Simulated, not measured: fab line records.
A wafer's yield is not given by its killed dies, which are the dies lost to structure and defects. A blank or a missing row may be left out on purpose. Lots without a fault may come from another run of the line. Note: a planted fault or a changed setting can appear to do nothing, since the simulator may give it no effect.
Matching of chambers :: flow n5Finfet :: 4 sister chambers for N5_PMOS_HMC_CHANNEL_EPI_ETCH_32 on rieDiel-05
The step etches BARC in N2/H2, stops on SiO2, target depth 85.8 nm, time 50.3 s. 14 wafers are shown with their chamber, then 7 later ones without.

WAFERS PAIRED WITH THEIR CHAMBERS
wafer: L076.1
chamber: 0
showerheadPlenumPTorr (Torr): 2.64
throttleValvePct (%): 17.84
drypumpMotorCurrentA (A): 5.8

wafer: L076.3
chamber: 3
showerheadPlenumPTorr (Torr): 2.56
throttleValvePct (%): 18.09
drypumpMotorCurrentA (A): 5.8

wafer: L076.5
chamber: 1
showerheadPlenumPTorr (Torr): 2.56
throttleValvePct (%): 17.97
drypumpMotorCurrentA (A): 5.6

wafer: L078.3
chamber: 3
showerheadPlenumPTorr (Torr): 2.56
throttleValvePct (%): 18.08
drypumpMotorCurrentA (A): 5.8

wafer: L078.5
chamber: 1
showerheadPlenumPTorr (Torr): 2.56
throttleValvePct (%): 17.99
drypumpMotorCurrentA (A): 5.6

wafer: L078.6
chamber: 0
showerheadPlenumPTorr (Torr): 2.64
throttleValvePct (%): 17.86
drypumpMotorCurrentA (A): 5.8

wafer: L088.1
chamber: 3
showerheadPlenumPTorr (Torr): 2.56
throttleValvePct (%): 18.11
drypumpMotorCurrentA (A): 5.8

wafer: L088.3
chamber: 0
showerheadPlenumPTorr (Torr): 2.63
throttleValvePct (%): 17.88
drypumpMotorCurrentA (A): 5.8

wafer: L088.5
chamber: 3
showerheadPlenumPTorr (Torr): 2.56
throttleValvePct (%): 18.10
drypumpMotorCurrentA (A): 5.8

wafer: L089.1
chamber: 0
showerheadPlenumPTorr (Torr): 2.63
throttleValvePct (%): 17.89
drypumpMotorCurrentA (A): 5.8

wafer: L089.2
chamber: 1
showerheadPlenumPTorr (Torr): 2.55
throttleValvePct (%): 18.01
drypumpMotorCurrentA (A): 5.5

wafer: L089.5
chamber: 2
showerheadPlenumPTorr (Torr): 2.53
throttleValvePct (%): 17.73
drypumpMotorCurrentA (A): 5.2

wafer: L095.2
chamber: 2
showerheadPlenumPTorr (Torr): 2.53
throttleValvePct (%): 17.73
drypumpMotorCurrentA (A): 5.3

wafer: L095.3
chamber: 0
showerheadPlenumPTorr (Torr): 2.63
throttleValvePct (%): 17.91
drypumpMotorCurrentA (A): 5.8

SIGNATURES (means of the wafers above)
reading: showerheadPlenumPTorr
chamber 0: 2.6340
chamber 1: 2.5567
chamber 2: 2.5300
chamber 3: 2.5600
scatter within a chamber: 0.00432

reading: throttleValvePct
chamber 0: 17.8760
chamber 1: 17.9900
chamber 2: 17.7300
chamber 3: 18.0950
scatter within a chamber: 0.0205

reading: drypumpMotorCurrentA
chamber 0: 5.800
chamber 1: 5.567
chamber 2: 5.250
chamber 3: 5.800
scatter within a chamber: 0.0342
Rule: a wafer lies at a distance from a chamber equal to the root of the sum of squares, over the readings, of (its reading less the chamber's mean, divided by the reading's scatter). The wafer belongs to the nearest chamber; if the next one is less than 2 further off, it can't be placed. The scatter: the root of (the sum of the squares of (reading less its chamber's mean) over the shown wafers, divided by (wafers less chambers)).

WAFERS WITH NO CHAMBER GIVEN
wafer: L095.4
showerheadPlenumPTorr (Torr): 2.55
throttleValvePct (%): 18.14
drypumpMotorCurrentA (A): 5.8

wafer: L096.2
showerheadPlenumPTorr (Torr): 2.63
throttleValvePct (%): 17.91
drypumpMotorCurrentA (A): 5.8

wafer: L096.3
showerheadPlenumPTorr (Torr): 2.55
throttleValvePct (%): 18.13
drypumpMotorCurrentA (A): 5.8

wafer: L096.6
showerheadPlenumPTorr (Torr): 2.55
throttleValvePct (%): 18.14
drypumpMotorCurrentA (A): 5.8

wafer: L097.1
showerheadPlenumPTorr (Torr): 2.63
throttleValvePct (%): 17.91
drypumpMotorCurrentA (A): 5.8

wafer: L097.5
showerheadPlenumPTorr (Torr): 2.63
throttleValvePct (%): 17.91
drypumpMotorCurrentA (A): 5.8

wafer: L097.6
showerheadPlenumPTorr (Torr): 2.54
throttleValvePct (%): 18.05
drypumpMotorCurrentA (A): 5.6

EACH ONE'S CHAMBER
wafer: L095.4
from the rows above: 3
in truth: 3

wafer: L096.2
from the rows above: 0
in truth: 0

wafer: L096.3
from the rows above: 3
in truth: 3

wafer: L096.6
from the rows above: 3
in truth: 3

wafer: L097.1
from the rows above: 0
in truth: 0

wafer: L097.5
from the rows above: 0
in truth: 0

wafer: L097.6
from the rows above: 1
in truth: 1
7 of 7 placed correctly. From these rows, 0 cannot be placed. 0 placed wrongly.
